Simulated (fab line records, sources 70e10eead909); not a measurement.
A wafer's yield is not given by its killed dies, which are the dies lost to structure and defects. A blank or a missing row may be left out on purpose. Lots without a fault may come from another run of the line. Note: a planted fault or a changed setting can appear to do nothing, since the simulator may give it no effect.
A struck lot beside a sound one	flow nand harc	14 out of 1302 route steps
Sound: the wafers L761.1, L761.2, L761.5. Struck: wafer L767.5 (left out: L767.1, L767.6 of the same lot, which were not struck); the cause appears at the end.
For every step that has rows: the tool of each side, followed by ch and its chambers, followed by its first start. Under that, the readings that differ: sound wafers	struck wafers	difference of the means	sigmas: that difference in standard deviations of wafers without a fault.
alike: words and numbers the same on both sides, and readings whose means are apart by under 2 such deviations; not compared: readings that were withheld, readings missing a value for some wafer, numbers with overlapping values and no deviation given by the record, and bounds like >300 which may hide the same value.
A row with sigmas, a row that says differs or no value, or rows on one side alone: a step with any of these is where the two part. Numbers that have no deviation but don't overlap get no sigmas and don't part them. Lack of a reading on every wafer of one side parts them only where that side has two or more wafers.

first, 1 step without rows for these wafers: NHARC_A_STAIRCASE_DESCUM_291 (chemistry O2, time 3 s).
NHARC_A_STAIRCASE_ETCH_292: etches the open film in CF4/CHF3.
  sound on rie diel-04 ch 1,2,3, day 17 21:59; struck on rie diel-04 ch 2, day 20 14:00
  alike: chf3 flow sccm, drypump motor current A, mfc ar sccm, oes product au, rf vpp V, showerhead plenum p Torr, throttle valve pct
  not compared: rf hours counter h
NHARC_A_STAIRCASE_HM_OPEN_460: chemistry O2/COS.
  sound on rie diel-04 ch 1,2; struck on rie diel-04 ch 3
  alike: drypump motor current A, mfc ar sccm, oes product au, rf vpp V, showerhead plenum p Torr, throttle valve pct
  not compared: rf hours counter h
then, 1 step without rows for these wafers: NHARC_A_STAIRCASE_STRIP_461 (strips in O2/COS).
NHARC_A_STAIRCASE_ETCH_452: etches the open film in CF4/O2, target depth 30 nm, overetch 3 nm, time 16.5 s.
  sound on rie diel-04 ch 0,2; struck on rie diel-04 ch 3
reading	sound	struck	difference	sigmas
drypump motor current A (A)	4.6 5.8 4.6	6.2	+1.2	+2
  alike: mfc ar sccm, oes product au, rf vpp V, showerhead plenum p Torr, throttle valve pct
  not compared: rf hours counter h
NHARC_A_STAIRCASE_ETCH_294: etches the open film in C4F8/O2/Ar, target depth 4989 nm, time 1211.6 s.
  sound on rie diel-04 ch 2,3; struck on rie diel-04 ch 1
  alike: oes product au, rf vpp V
  not compared: rf hours counter h
NHARC_A_STAIRCASE_STRIP_295: strips in O2.
  sound on rie diel-04 ch 0,1,2; struck on rie diel-04 ch 0
  alike: drypump motor current A, mfc ar sccm, oes product au, rf vpp V, showerhead plenum p Torr, throttle valve pct
  not compared: rf hours counter h
then, 4 steps without rows for these wafers: NHARC_A_STAIRCASE_STRIP_296 (strips in SPM, time 900 s); NHARC_A_STAIRCASE_PRECLEAN_297 (cleans in SC1); NHARC_A_STAIRCASE_SRD_298; NHARC_A_STAIRCASE_HM_DEP_462 (deposits aC, target thk 800 nm).
NHARC_A_STAIRCASE_DEP_301: deposits SiON, target thk 30 nm.
  sound on pecvd-04 ch 0,1,2, day 18 02:00; struck on pecvd-01 ch 0, day 20 18:42
reading	sound	struck	difference	sigmas
rf fwd power W (W)	348.2 348.2 348.1	490.3	+142.1	+99 or more
  alike: heater power w
then, 1 step without rows for these wafers: NHARC_A_STAIRCASE_DEHYDRATE_302 (time 120 s).
-- jump in the record: it breaks off in module A_STAIRCASE and resumes in module END (first step shown: number 1302 of the route), and 8 days separate the struck wafers' starts before and after --
NHARC_END_SORT_01:
  sound on prober-02 ch 0, day 25 07:47; struck on prober-02 ch 0, day 28 08:28
  alike: killed at array, killed at periphery, killed dies, killed open, killed short

== WHERE THEY PART ==
At NHARC_A_STAIRCASE_ETCH_452 first; at NHARC_A_STAIRCASE_DEP_301 last (within this record only). Later steps at which nothing parts them and some readings are alike: NHARC_END_SORT_01.

WHY: what had been put in by the simulator
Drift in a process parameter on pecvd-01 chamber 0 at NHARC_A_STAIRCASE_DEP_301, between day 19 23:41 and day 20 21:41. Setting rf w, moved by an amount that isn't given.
